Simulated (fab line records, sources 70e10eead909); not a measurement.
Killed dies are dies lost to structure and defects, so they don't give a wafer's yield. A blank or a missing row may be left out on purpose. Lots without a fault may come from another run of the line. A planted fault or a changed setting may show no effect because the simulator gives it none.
Which tool did it? | flow nand_harc | 6 lots, 18 wafers sampled, at 3 steps of a route of 1159

WHAT THE GAUGES READ, wafer by wafer
NHARC_P_GATE_CD_MEAS_59: target cd 720 nm.
lot  | measured     | on        | cd_nm (nm)
L214 | day 5 20:31  | cd_sem-03 | 718.4 718.8 718.4
L216 | day 6 08:48  | cd_sem-03 | 718.4 719.0 719.8
L219 | day 7 08:29  | cd_sem-02 | 719.6 721.3 719.3
L225 | day 8 13:02  | cd_sem-03 | 711.7 713.5 712.0
L228 | day 9 15:33  | cd_sem-01 | 711.2 712.1 711.6
L233 | day 10 19:49 | cd_sem-02 | 720.2 721.4 721.8

WHICH TOOL RAN EACH LOT (tool, then ch and the chambers of the sampled wafers, then the start)
lot  | NHARC_P_GATE_ETCH_32             | NHARC_P_GATE_PEB_57
L214 | rie_si-05 ch 0,1,3, day 5 07:18  | litho_track-03 ch 0, day 5 20:25
L216 | rie_si-02 ch 0,1,3, day 5 19:14  | litho_track-05 ch 0, day 6 08:43
L219 | rie_si-05 ch 0,1,2, day 6 19:38  | litho_track-05 ch 0, day 7 08:24
L225 | rie_si-05 ch 0,1, day 7 23:42    | litho_track-05 ch 0, day 8 12:57
L228 | rie_si-01 ch 0,1,3, day 9 02:10  | litho_track-05 ch 0, day 9 15:27
L233 | rie_si-01 ch 1,2,3, day 10 06:35 | litho_track-03 ch 0, day 10 19:44
- NHARC_P_GATE_ETCH_32: etches the open film in HBr/Cl2, target depth 150 nm, time 100.1 s.
- NHARC_P_GATE_PEB_57: peb time 85 s.

THE ANSWER, worked out from the rows above alone
Rule: what is usual is taken from the lots themselves. Put in order of their means at a reading, lots are off if they are a third of the lots or fewer, leave a main group of 4 or more, and stand apart from it by a gap of 3 or more times the standard deviation of the main group's means; of several such gaps the widest counts. A main group whose means are all the same, to the digits that the tables above print for the reading, isn't used. A lot without any number at a reading at which 4 lots or more have one is off too. The other lots that the step has rows for count as sound.
Off: L225, L228, at NHARC_P_GATE_CD_MEAS_59 (cd_nm). The main group: mean 719.7 nm, standard deviation 0.99.
A tool fits if, at a process step before that reading, it ran every lot that is off, and no sound lot after the first of them. The gauges at NHARC_P_GATE_CD_MEAS_59 are tried like those tools. One fits: litho_track-05 at NHARC_P_GATE_PEB_57. Its last sound lot is L219 (day 7 08:24), its first lot that is off L225 (day 8 12:57): a fault that began between those two fits.

WHAT THE SIMULATOR HAD PUT IN
Process parameter drift: litho_track-05, from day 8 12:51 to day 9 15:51, at NHARC_P_GATE_PEB_57. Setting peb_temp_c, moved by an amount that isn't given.
Lots struck among those shown: L225, L228. The rule above found the same.
